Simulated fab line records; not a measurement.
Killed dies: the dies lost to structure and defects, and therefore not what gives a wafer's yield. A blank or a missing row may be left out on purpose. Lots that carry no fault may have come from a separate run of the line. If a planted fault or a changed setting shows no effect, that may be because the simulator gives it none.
What tool caused it? + flow nand harc + 6 lots with 18 wafers sampled at 5 steps, on a route of 1302 steps

WHAT THE GAUGES SHOWED, per wafer
NHARC_END_SORT_01.
lot + measured + on + killed at array

WHAT TOOL EACH LOT RAN ON (gives the tool, then ch and the chambers of the sampled wafers, and finally the start)
| lot  | NHARC_P_ZERO_WELL_ETCH_65         | NHARC_P_ZERO_WELL_RTA_42         | NHARC_P_STI_SOFTBAKE_04           | NHARC_P_STI_CMP_21            |
|------|-----------------------------------|----------------------------------|-----------------------------------|-------------------------------|
| L118 | rie diel-13 ch 1,2,3, day 3 03:32 | rtp anneal-01 ch 0, day 3 08:57  | litho track-03 ch 0, day 4 00:00  | cmp-02 ch 0,1,2, day 4 17:14  |
| L120 | rie diel-04 ch 0,3, day 3 23:22   | rtp anneal-01 ch 0, day 4 04:55  | litho track-02 ch 0, day 4 21:00  | cmp-01 ch 0,1,3, day 5 15:58  |
| L123 | rie diel-09 ch 0,3, day 5 05:41   | rtp anneal-01 ch 0, day 5 12:01  | litho track-03 ch 0, day 6 03:00  | cmp-03 ch 0,2,3, day 6 23:38  |
| L126 | rie diel-04 ch 0,1, day 6 11:22   | rtp anneal-02 ch 0, day 6 16:37  | litho track-05 ch 0, day 7 07:00  | cmp-02 ch 0,2,3, day 8 03:23  |
| L132 | rie diel-04 ch 1,2,3, day 8 23:22 | rtp anneal-01 ch 0, day 9 04:59  | litho track-03 ch 0, day 9 20:00  | cmp-03 ch 1,2, day 10 19:20   |
| L134 | rie diel-13 ch 0,1,3, day 9 19:31 | rtp anneal-02 ch 0, day 10 01:55 | litho track-03 ch 0, day 10 18:00 | cmp-03 ch 0,1,3, day 11 14:10 |
- NHARC_P_ZERO_WELL_ETCH_65: etches the open film in N2/H2, target depth 80 nm, overetch 24 nm, time 87.88 s.
- NHARC_P_ZERO_WELL_RTA_42: time 300 s.
- NHARC_P_STI_SOFTBAKE_04: time 70 s.
- NHARC_P_STI_CMP_21: polishes, t overpolish 20 s, target thk 380.67 nm.

THE ANSWER, worked out from the rows above alone
Rule: what is usual is taken from the lots themselves. Put in order of their means at a reading, lots are off if they are a third of the lots or fewer, leave a main group of 4 or more, and stand apart from it by a gap of 3 or more times the standard deviation of the main group's means; of several such gaps the widest counts. If all means in a main group match to the digits the tables above print for the reading, that group is not used. A lot without any number at a reading at which 4 lots or more have one is off too. All remaining lots with rows at the step are treated as sound.
No lot is off at any reading shown: from this, nothing can be told.

WHAT THE SIMULATOR HAD INSERTED
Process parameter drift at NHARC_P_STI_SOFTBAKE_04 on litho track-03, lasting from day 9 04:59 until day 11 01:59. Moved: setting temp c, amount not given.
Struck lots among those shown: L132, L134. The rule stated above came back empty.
